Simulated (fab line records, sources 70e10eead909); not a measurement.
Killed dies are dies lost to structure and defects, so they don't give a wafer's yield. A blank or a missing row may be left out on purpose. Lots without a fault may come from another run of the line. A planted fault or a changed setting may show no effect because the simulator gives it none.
Chamber matching | flow nand_harc | NHARC_A_CHANNEL_FILL_D1_ALD_25 on ald_hk-03: 4 sister chambers
The step deposits SiOx, target thk 60 nm, pulse time 10 s, ald cycles 600. 16 wafers are shown with their chamber, then 8 later ones without.

WAFERS WITH THEIR CHAMBER
wafer  | chamber | heater_power_w (W) | precursor_pulse_height_rel
L074.4 | 0       | 455                | 0.997
L074.2 | 2       | 529                | 0.971
L074.3 | 3       | 454                | 1.020
L077.3 | 2       | 541                | 0.992
L077.4 | 1       | 426                | 1.010
L077.5 | 2       | 540                | 0.995
L079.1 | 0       | 457                | 1.006
L079.2 | 2       | 544                | 1.014
L079.4 | 1       | 413                | 0.974
L078.4 | 0       | 460                | 1.011
L078.5 | 1       | 425                | 0.970
L078.6 | 2       | 550                | 1.025
L081.1 | 1       | 416                | 0.990
L081.2 | 0       | 467                | 0.996
L081.5 | 3       | 461                | 0.970
L085.3 | 1       | 430                | 0.974

SIGNATURES (means of the wafers above)
reading                    | chamber 0 | chamber 1 | chamber 2 | chamber 3 | scatter within a chamber
heater_power_w             | 459.75    | 422.00    | 540.80    | 457.50    | 6.76
precursor_pulse_height_rel | 1.00250   | 0.98360   | 0.99940   | 0.99500   | 0.0188
Rule: a wafer's distance from a chamber is the root of the sum, over the readings, of the square of ((its reading less the chamber's mean) divided by the reading's scatter). The wafer belongs to the nearest chamber; if the next one is less than 2 further off, it can't be placed. The scatter: the root of (the sum of the squares of (reading less its chamber's mean) over the shown wafers, divided by (wafers less chambers)).

WAFERS WITHOUT THEIR CHAMBER
wafer  | heater_power_w (W) | precursor_pulse_height_rel
L085.1 | 449                | 1.019
L085.6 | 416                | 1.014
L093.3 | 443                | 1.017
L093.4 | 508                | 1.008
L093.5 | 434                | 1.008
L096.3 | 507                | 1.009
L096.1 | 435                | 0.976
L096.6 | 499                | 0.995

WHICH CHAMBER EACH WENT THROUGH
wafer  | from the rows above          | in truth
L085.1 | can't be placed: 3 or 0      | 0
L085.6 | 1                            | 1
L093.3 | can't be placed: 3 or 0 or 1 | 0
L093.4 | 2                            | 2
L093.5 | can't be placed: 1 or 3 or 0 | 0
L096.3 | can't be placed: 2 or 0      | 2
L096.1 | can't be placed: 1 or 3 or 0 | 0
L096.6 | can't be placed: 0 or 3 or 2 | 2
Placed correctly: 2 of 8. Can't be placed from these rows: 6 (the true chamber is among the candidates in 6). Placed wrongly: 0.
